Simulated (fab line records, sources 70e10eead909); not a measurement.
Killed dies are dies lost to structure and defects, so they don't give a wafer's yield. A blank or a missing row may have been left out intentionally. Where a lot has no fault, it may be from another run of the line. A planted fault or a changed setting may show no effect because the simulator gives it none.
Which of the tools did it? | flow nandHarc | Sampling: 6 lots, 18 wafers, 3 of 1159 route steps

WHAT THE GAUGES READ, wafer by wafer
NHARC_A_CHANNEL_HOLE_D1_INSPECT_40.
lot  | measured     | on               | rawDefectCount
L177 | day 8 22:00  | defectInspect-01 | 51 36 66
L179 | day 9 14:49  | defectInspect-01 | 48 59 59
L182 | day 10 23:49 | defectInspect-02 | 38 64 54
L188 | day 11 15:52 | defectInspect-01 | 84 73 1343 81 65 1337
L195 | day 13 05:13 | defectInspect-02 | 78 89 69
L193 | day 13 14:40 | defectInspect-01 | 78 81 74

EACH LOT AND THE TOOL THAT RAN IT (in order: tool; ch and the chambers of the sampled wafers; start)
lot  | NHARC_A_CHANNEL_HOLE_D1_DEP_00 | NHARC_A_CHANNEL_HOLE_D1_STRIP_27
L177 | aclDep-01 ch 0, day 8 12:14    | rieDiel-05 ch 1,2, day 8 21:06
L179 | aclDep-03 ch 0, day 9 05:13    | rieDiel-05 ch 2,3, day 9 13:55
L182 | aclDep-01 ch 0, day 10 14:53   | rieDiel-09 ch 0,3, day 10 22:57
L188 | aclDep-03 ch 0, day 11 06:10   | rieDiel-05 ch 0,2,3, day 11 14:59
L195 | aclDep-01 ch 0, day 12 19:35   | rieDiel-09 ch 0,1,2, day 13 04:25
L193 | aclDep-03 ch 0, day 13 05:13   | rieDiel-06 ch 1,2, day 13 13:46
- NHARC_A_CHANNEL_HOLE_D1_DEP_00: deposits aC, target thk 3100 nm.
- NHARC_A_CHANNEL_HOLE_D1_STRIP_27: strips in O2.

THE ANSWER, worked out from the rows above alone
Rule: the lots themselves supply what counts as usual. Put in order of their means at a reading, lots are off if they are a third of the lots or fewer, leave a main group of 4 or more, and stand apart from it by a gap of 3 or more times the standard deviation of the main group's means; of several such gaps the widest counts. The tables above print the reading to a certain number of digits; a main group whose means all agree to those digits is not used. Also off: a lot with no number at a reading for which 4 or more lots have one. The other lots that the step has rows for count as sound.
Off: L188, at NHARC_A_CHANNEL_HOLE_D1_INSPECT_40 (rawDefectCount). For the main group the mean is 63 and the standard deviation 13.
If a tool, at a process step before that reading, ran all the lots that are off and no sound lot after the first of them, it fits. Those tools and the gauges at NHARC_A_CHANNEL_HOLE_D1_INSPECT_40 are tried in the same way. One fits: NHARC_A_CHANNEL_HOLE_D1_STRIP_27 on rieDiel-05. A fault onset in the window from L179 (day 9 13:55, its last sound lot) to L188 (day 11 14:59, its first lot off) fits.

WHAT THE SIMULATOR PUT IN
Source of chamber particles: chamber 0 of rieDiel-05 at NHARC_A_CHANNEL_HOLE_D1_STRIP_27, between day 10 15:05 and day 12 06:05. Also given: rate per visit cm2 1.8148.
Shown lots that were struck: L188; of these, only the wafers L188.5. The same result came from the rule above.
